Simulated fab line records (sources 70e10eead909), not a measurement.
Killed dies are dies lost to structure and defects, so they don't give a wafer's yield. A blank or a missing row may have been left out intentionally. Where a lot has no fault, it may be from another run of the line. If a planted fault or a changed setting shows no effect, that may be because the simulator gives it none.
Chamber matching :: flow nand_harc :: NHARC_A_SLIT_DEP_25 on pecvd-04 has 3 sister chambers
The step deposits SiO2, target thk 200 nm. 6 wafers are shown with their chamber, then 7 later ones without.

== WAFERS WITH THEIR CHAMBER ==
wafer: L078.2
chamber: 2
throttle_valve_pct (%): 16.0
heater_power_w (W): 465

wafer: L081.5
chamber: 2
throttle_valve_pct (%): 16.1
heater_power_w (W): 484

wafer: L082.3
chamber: 0
throttle_valve_pct (%): 15.9
heater_power_w (W): 474

wafer: L082.6
chamber: 1
throttle_valve_pct (%): 15.6
heater_power_w (W): 544

wafer: L087.4
chamber: 1
throttle_valve_pct (%): 16.0
heater_power_w (W): 437

wafer: L087.5
chamber: 0
throttle_valve_pct (%): 15.8
heater_power_w (W): 495

== WAFERS WITHOUT THEIR CHAMBER ==
wafer: L087.6
throttle_valve_pct (%): 16.3
heater_power_w (W): 570

wafer: L089.1
throttle_valve_pct (%): 16.4
heater_power_w (W): 508

wafer: L089.5
throttle_valve_pct (%): 15.7
heater_power_w (W): 401

wafer: L089.6
throttle_valve_pct (%): 16.1
heater_power_w (W): 502

wafer: L090.1
throttle_valve_pct (%): 15.6
heater_power_w (W): 490

wafer: L090.2
throttle_valve_pct (%): 16.0
heater_power_w (W): 438

wafer: L090.3
throttle_valve_pct (%): 16.3
heater_power_w (W): 590

== WHICH CHAMBER EACH WENT THROUGH ==
wafer: L087.6
from the rows above: can't be placed: 2 or 0 or 1
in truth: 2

wafer: L089.1
from the rows above: can't be placed: 2 or 0 or 1
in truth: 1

wafer: L089.5
from the rows above: can't be placed: 0 or 1 or 2
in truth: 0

wafer: L089.6
from the rows above: can't be placed: 2 or 0 or 1
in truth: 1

wafer: L090.1
from the rows above: can't be placed: 1 or 0 or 2
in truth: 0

wafer: L090.2
from the rows above: can't be placed: 2 or 0 or 1
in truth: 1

wafer: L090.3
from the rows above: can't be placed: 2 or 0 or 1
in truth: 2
Placed correctly: 0 of 7. Cannot be placed on the basis of these rows: 7; the candidates contain the true chamber in 7. Number placed wrongly: 0.
How it was worked out, from the rows above alone: a wafer's distance from a chamber is the root of the sum, over the readings, of the square of ((its reading less the chamber's mean) divided by the reading's scatter). If the next closest chamber is less than 2 further off than the closest, the wafer can't be placed; otherwise it belongs to the closest. A chamber's mean is the mean of its shown wafers. The scatter: take each reading less its chamber's mean, square it, sum over the shown wafers, divide by the number of wafers less the number of chambers, and take the root.
